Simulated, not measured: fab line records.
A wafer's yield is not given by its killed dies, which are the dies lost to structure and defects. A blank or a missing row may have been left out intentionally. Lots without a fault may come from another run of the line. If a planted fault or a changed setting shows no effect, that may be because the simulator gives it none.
Split-lot study	flow n5-finfet	39 wafers read across 7 lots, on a route 1938 steps long

SPLIT DETAILS
At N5_BEOL_M9_CVD_78 (deposits Co from CCTBA/H2, target thk 2 nm, time 138.9 s), the setting target-thk-a was moved away from the recipe's 20 angstrom on 12 of the 39 wafers read, by -22.5% to +52.0%. This setting was run at the recipe's value on the other wafers.

The reading comes from the split's own step.

THE READING
Co_of_BEOL_M9_CVD_78.thk-nm (the simulator's own value, which no gauge read), in nm, at N5_BEOL_M9_CVD_78 (deposits Co from CCTBA/H2, target thk 2 nm, time 138.9 s). The file gives no usual value for it. Across the 27 wafers here that went through the recipe, the average is 1.9 nm and the standard deviation 0.13 nm.

wafer	tool, chamber at the split	target-thk-a as run, angstrom	against the recipe	Co_of_BEOL_M9_CVD_78.thk-nm, nm	against lot-mates on the recipe
L074.3	cvd-co-02, 0,0,2	20	recipe	2	-
L074.5	cvd-co-02, 0,0,2	20	recipe	2	-
L074.6	cvd-co-02, 0,0,2	20	recipe	2	-
L075.1	cvd-co-02, 1	20	recipe	2	-
L075.2	cvd-co-02, 0,2,1	15.5	-22.5%	1.4	-0.5
L075.3	cvd-co-02, 0,2,1	15.5	-22.5%	1.4	-0.5
L075.4	cvd-co-02, 0,2,1	15.5	-22.5%	1.4	-0.5
L075.5	cvd-co-02, 0,2	20	recipe	1.8	-
L075.6	cvd-co-02, 0,2	20	recipe	1.8	-
L081.1	cvd-co-02, 1	20	recipe	1.8	-
L081.2	cvd-co-02, 0,2,1	29.11	+45.6%	2.8	+0.9
L081.3	cvd-co-02, 0,2,1	29.11	+45.6%	2.8	+0.9
L081.5	cvd-co-02, 0,2,1	29.11	+45.6%	2.8	+0.9
L081.4	cvd-co-02, 2,0	20	recipe	2	-
L081.6	cvd-co-02, 2,0	20	recipe	2	-
L080.1	cvd-co-02, 0	30.39	+52.0%	3	+1.1
L080.4	cvd-co-02, 0	30.39	+52.0%	3	+1.1
L080.2	cvd-co-02, 2	20	recipe	2	-
L080.3	cvd-co-02, 1,2	20	recipe	1.8	-
L080.5	cvd-co-02, 1,2	20	recipe	1.8	-
L080.6	cvd-co-02, 1	30.39	+52.0%	2.8	+0.9
L088.1	cvd-co-01, 1,0,2,2,1,0	20	recipe	2	-
L088.2	cvd-co-01, 1,0,2,2,1,0	20	recipe	2	-
L088.3	cvd-co-01, 1,0,2,2,1,0	20	recipe	2	-
L088.4	cvd-co-01, 1,0,2,2,1,0	20	recipe	2	-
L088.5	cvd-co-01, 1,0,2,2,1,0	20	recipe	2	-
L088.6	cvd-co-01, 1,0,2,2,1,0	20	recipe	2	-
L093.1	cvd-co-02, 2,1,2	29.95	+49.8%	3	+1.0
L093.2	cvd-co-02, 2,1,2	29.95	+49.8%	3	+1.0
L093.4	cvd-co-02, 2,1,2	29.95	+49.8%	3	+1.0
L093.3	cvd-co-02, 0,1,0	20	recipe	2	-
L093.5	cvd-co-02, 0,1,0	20	recipe	2	-
L093.6	cvd-co-02, 0,1,0	20	recipe	2	-
L094.1	cvd-co-02, 0,2,1,2	20	recipe	1.8	-
L094.3	cvd-co-02, 0,2,1,2	20	recipe	1.8	-
L094.5	cvd-co-02, 0,2,1,2	20	recipe	1.8	-
L094.6	cvd-co-02, 0,2,1,2	20	recipe	1.8	-
L094.2	cvd-co-02, 1,0	20	recipe	1.6	-
L094.4	cvd-co-02, 1,0	20	recipe	1.6	-
The file does not say which wafer passed through which chamber wherever a row lists several chambers: such a row stands for several wafers.

THE FIT
A straight line over all 39 wafers: Co_of_BEOL_M9_CVD_78.thk-nm changes by +0.0207 nm for each +1% of target-thk-a; r = +0.97; the points scatter about the line by 0.11 nm.
The same after taking each lot's own level away (the mean of its wafers on the recipe; 39 wafers): +0.02 nm for each +1%; r = +0.99; scatter 0.068 nm.
That fit puts the effect of the largest move of target-thk-a on the reading at 1 nm.
Measured against the standard deviation above, the lots' own levels, which go from 1.73 to 2.00 nm, span 2.1 times it.
The two slopes are in agreement: the lot-to-lot level therefore moves the slope only a little.
Check: for one of the wafers moved furthest among these (+52.0%), held out of the fit, the line's prediction against its lot-mates is +1.03 nm. It came out at +1.13 nm against them.

ADDITIONAL SPLITS CARRIED BY THESE WAFERS
Note: prior to the reading, these wafers also went through further splits. Each is held against what the fit with the lots' levels taken away leaves over:
other split on the same wafers	wafers away from the commonest value	r with Co_of_BEOL_M9_CVD_78.thk-nm (lot level and that fit taken away)
N5_BEOL_M6_ETCH_62 time-s	15	-0.06

FILE'S OWN FIT
Co_of_BEOL_M9_CVD_78.thk-nm changes by +0.02 nm for each +1% of target-thk-a, r = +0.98.
